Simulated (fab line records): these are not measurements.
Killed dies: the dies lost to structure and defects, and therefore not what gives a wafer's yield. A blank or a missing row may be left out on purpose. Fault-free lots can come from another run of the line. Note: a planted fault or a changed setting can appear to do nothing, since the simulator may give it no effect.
Which tool was responsible? ; flow nandHarc ; 6 lots, 18 wafers sampled, at 5 steps of a route of 1159

WHAT THE GAUGES READ, wafer by wafer
NHARC_END_SORT_01.
lot;measured;on;killedAtArray
L553;day 22 00:38;prober-02;21 19 24

WHICH TOOL RAN EACH LOT (tool, then ch and the chambers of the sampled wafers, then the start)
lot;NHARC_P_CONTACT_ETCH_35;NHARC_THIN_TSV_ETCHBACK_48;NHARC_THIN_TSV_STRIP_62;NHARC_THIN_TSV_PRE_CLEAN_50
L544;rieDiel-06 ch 1,2,3, day 5 21:56;rieDiel-09 ch 1,3, day 19 08:21;plasmaAsher-02 ch 0,1, day 19 08:43;pvdSputter-03, no start
L547;rieDiel-07 ch 0,1,2, day 6 09:59;rieDiel-07 ch 0,3, day 19 18:43;plasmaAsher-02 ch 0,1, day 19 19:08;pvdSputter-01, no start
L548;rieDiel-07 ch 1,2,3, day 7 02:30;rieDiel-07 ch 0,1,2, day 20 10:45;plasmaAsher-01 ch 0,1, day 20 11:20;pvdSputter-02, no start
L550;rieDiel-11 ch 0,1,3, day 7 10:52;rieDiel-13 ch 1,2,3, day 20 08:57;plasmaAsher-01 ch 1, day 20 09:16;pvdSputter-02, no start
L553;rieDiel-07 ch 1,2, day 8 08:05;rieDiel-07 ch 0,3, day 21 06:40;plasmaAsher-01 ch 0,1, day 21 07:01;pvdSputter-02, day 22 00:38 or earlier
L563;rieDiel-11 ch 0,1, day 10 14:37;rieDiel-13 ch 2,3, day 23 19:32;plasmaAsher-02 ch 0,1, day 23 19:59;pvdSputter-03, no start
- NHARC_P_CONTACT_ETCH_35: etches the open film in CF4, target depth 39 nm, time 65 s.
- NHARC_THIN_TSV_ETCHBACK_48: etches the open film in C4F8/Ar, target depth 1028.5 nm, time 405.17 s.
- NHARC_THIN_TSV_STRIP_62: strips in N2/H2, time 20 s.
- NHARC_THIN_TSV_PRE_CLEAN_50: time 30 s.

THE ANSWER, worked out from the rows above alone
Rule: the lots themselves supply what counts as usual. Put in order of their means at a reading, lots are off if they are a third of the lots or fewer, leave a main group of 4 or more, and stand apart from it by a gap of 3 or more times the standard deviation of the main group's means; of several such gaps the widest counts. A main group is skipped when, at the precision printed for the reading in the tables above, its means are all equal. Also off: a lot with no number at a reading for which 4 or more lots have one. Where the step has rows for the other lots, those lots are counted as sound.
Nothing can be told from this: no lot is off at any reading shown.

WHAT WAS PUT IN BY THE SIMULATOR
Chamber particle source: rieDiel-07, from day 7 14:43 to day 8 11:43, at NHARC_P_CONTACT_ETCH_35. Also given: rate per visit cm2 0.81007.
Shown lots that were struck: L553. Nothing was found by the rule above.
